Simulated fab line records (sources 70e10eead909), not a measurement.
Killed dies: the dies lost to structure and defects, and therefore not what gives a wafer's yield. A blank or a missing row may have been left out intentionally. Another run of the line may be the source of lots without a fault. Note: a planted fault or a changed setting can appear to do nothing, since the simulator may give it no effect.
Chamber matching    flow nand harc    NHARC_A_CHANNEL_HOLE_D1_ETCH_38 on rie diel-08 has 4 sister chambers
The step etches the open film in CF4, target depth 39 nm, time 65 s. 7 wafers are shown with their chamber, then 7 later ones without.

== EACH WAFER AND ITS CHAMBER ==
wafer   chamber  drypump motor current A (A)  run length s (s)
L997.6  3        5.5                          85.8
L998.1  1        5.9                          86.7
L105.2  3        5.5                          85.5
L105.4  0        5.2                          86.3
L105.6  1        5.8                          86.5
L107.1  0        5.2                          85.9
L107.4  2        5.7                          86.7

== WAFERS MISSING THEIR CHAMBER ==
wafer   drypump motor current A (A)  run length s (s)
L107.5  5.9                          86.6
L108.2  5.9                          86.5
L108.4  5.5                          85.8
L108.5  5.9                          86.4
L110.2  5.7                          87.3
L110.4  5.5                          86.1
L110.6  5.2                          85.8

== CHAMBER TAKEN BY EACH ==
wafer   from the rows above  in truth
L107.5  1                    1
L108.2  1                    1
L108.4  3                    3
L108.5  1                    1
L110.2  2                    2
L110.4  3                    3
L110.6  0                    0
Correctly placed: 7 of 7. From these rows, 0 cannot be placed. 0 placed wrongly.
How it was worked out, from the rows above alone: a wafer's distance from a chamber is the root of the sum, over the readings, of the square of ((its reading less the chamber's mean) divided by the reading's scatter). The wafer belongs to the nearest chamber; if the next one is less than 2 further off, it can't be placed. For every chamber, the mean is computed from those of its wafers that are shown. How the scatter is found: for the shown wafers, subtract from each reading the mean of its chamber, square and add these, divide the total by (wafers less chambers), then take the root.
